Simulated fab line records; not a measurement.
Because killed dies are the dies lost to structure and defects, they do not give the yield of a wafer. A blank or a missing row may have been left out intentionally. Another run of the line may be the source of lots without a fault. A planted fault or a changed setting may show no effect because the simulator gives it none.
What tool caused it?	flow nand_harc	7 lots, 21 wafers sampled, at 1 step of a route of 1302

== WHAT THE GAUGES READ, wafer by wafer ==
NHARC_A_BONDPAD_THK_MEAS_30: measures by ellipsometry.
lot	measured	on	thk_nm (nm)
L707	day 23 18:10	film_metro-02	200.2 199.7 200.4
L710	day 24 09:01	film_metro-01	201.0 199.9 200.2
L713	day 26 01:29	film_metro-02	202.2 198.7 201.5
L715	day 26 12:46	film_metro-01	200.4 198.7 200.8
L722	day 30 02:05	film_metro-01	198.5 200.0 200.2
L727	day 31 01:52	film_metro-02	202.8 201.0 200.6
L730	day 33 17:17	film_metro-02	199.3 200.7 201.3

== WHAT TOOL EACH LOT RAN ON (gives the tool, then ch and the chambers of the sampled wafers, and finally the start) ==
No process step before these readings appears in the record.

== THE ANSWER, worked out from the rows above alone ==
Rule: the usual values come from the lots themselves. Put in order of their means at a reading, lots are off if they are a third of the lots or fewer, leave a main group of 4 or more, and stand apart from it by a gap of 3 or more times the standard deviation of the main group's means; of several such gaps the widest counts. The tables above print the reading to a certain number of digits; a main group whose means all agree to those digits is not used. Also off: a lot with no number at a reading for which 4 or more lots have one. All remaining lots with rows at the step are treated as sound.
None of the lots is off at any reading shown; this tells nothing.

== WHAT HAD BEEN PUT IN BY THE SIMULATOR ==
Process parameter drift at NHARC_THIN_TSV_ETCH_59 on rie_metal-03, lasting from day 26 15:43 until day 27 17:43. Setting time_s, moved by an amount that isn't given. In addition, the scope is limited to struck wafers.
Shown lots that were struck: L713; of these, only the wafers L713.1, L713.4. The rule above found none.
